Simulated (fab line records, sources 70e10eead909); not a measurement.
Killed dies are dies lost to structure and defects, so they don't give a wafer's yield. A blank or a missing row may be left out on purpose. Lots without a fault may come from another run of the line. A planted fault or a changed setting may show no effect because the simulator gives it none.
A struck lot beside a sound one | flow nand_harc | 14 steps out of a route of 1302
Sound: wafers L338.2, L338.5, L338.6. Struck: wafer L351.1. (L351.2, L351.3 of the same lot were not struck and are left out.) The cause comes at the end.
At each step with rows: each side's tool, then ch and its chambers, then its first start. Under that, the readings that differ: sound wafers | struck wafers | difference of the means | sigmas: that difference in standard deviations of wafers without a fault.
alike: readings whose means differ by less than 2 such deviations, and words and numbers that are the same on both sides. not compared: withheld readings, readings that some wafer has no value for, bounds like >300 that may hide the same value, and numbers for which the record gives no deviation and whose values overlap.
The two part at a step that has a row with sigmas, a row that says differs or no value, or rows on one side only. Numbers that don't overlap but have no deviation are shown without sigmas and don't part them. A reading that every wafer of one side lacks parts them only if that side has two wafers or more.

first, 10 steps without rows for these wafers: NHARC_A_STAIRCASE_SRD_208; NHARC_A_STAIRCASE_DEHYDRATE_209 (time 120 s); NHARC_A_STAIRCASE_HMDS_210 (time 30 s); NHARC_A_STAIRCASE_COAT_211; NHARC_A_STAIRCASE_SOFTBAKE_212 (time 170 s); NHARC_A_STAIRCASE_EBR_213; NHARC_A_STAIRCASE_EXPOSE_214 (exposes mask STAIR 3); NHARC_A_STAIRCASE_PEB_215 (peb time 130 s); NHARC_A_STAIRCASE_DEVELOP_216 (time 140 s); NHARC_A_STAIRCASE_HARDBAKE_218 (time 140 s).
NHARC_A_STAIRCASE_DESCUM_219: chemistry O2, time 3 s.
  sound on rie_diel-03 ch 2,3, day 16 15:58; struck on rie_diel-03 ch 2, day 22 09:10
  alike: drypump_motor_current_A, mfc_ar_sccm, oes_product_au, rf_vpp_V, showerhead_plenum_p_Torr, throttle_valve_pct
  not compared: rf_hours_counter_h
NHARC_A_STAIRCASE_TRIM_220: chemistry O2, time 211.2 s.
  sound on rie_diel-03 ch 0,1,2, day 16 16:04; struck on rie_diel-03 ch 0, day 22 09:19
  reading               | sound             | struck | difference | sigmas
  oes_product_au (a.u.) | 0.988 0.989 1.003 | 0.764  | -0.229     | -33
  alike: drypump_motor_current_A, mfc_ar_sccm, rf_vpp_V, showerhead_plenum_p_Torr, throttle_valve_pct
  not compared: rf_hours_counter_h
NHARC_A_STAIRCASE_ETCH_221: etches the open film in C4F8/O2, target depth 100 nm, time 40.5 s.
  sound on rie_diel-03 ch 1,2; struck on rie_diel-03 ch 2
  reading               | sound             | struck | difference | sigmas
  oes_product_au (a.u.) | 0.943 0.950 0.957 | 0.924  | -0.026     | -2
  alike: rf_vpp_V
  not compared: rf_hours_counter_h
-- the record jumps here: 8 days lie between the struck wafers' starts before and after (it left off in module A_STAIRCASE and takes up again in module END, whose first step shown is number 1302 of the route) --
NHARC_END_SORT_01:
  sound on prober-02 ch 0, day 24 23:53; struck on prober-01 ch 0, day 30 09:58
  reading         | sound    | struck                   | difference                   | sigmas
  hold            | - - -    | await_dispo/2.5h/release | no value on the sound wafers |
  killed_at_array | 33 48 30 | 668                      | +631                         | +37
  killed_dies     | 39 55 34 | 677                      | +634                         | +35
  alike: killed_at_other, killed_at_periphery, killed_open, killed_short

WHERE THEY PART
First at NHARC_A_STAIRCASE_TRIM_220; last, within this record, at NHARC_END_SORT_01.

WHY: what the simulator had put in
Process parameter drift: rie_diel-03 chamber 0, from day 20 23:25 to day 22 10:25, at NHARC_A_STAIRCASE_TRIM_220. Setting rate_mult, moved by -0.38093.
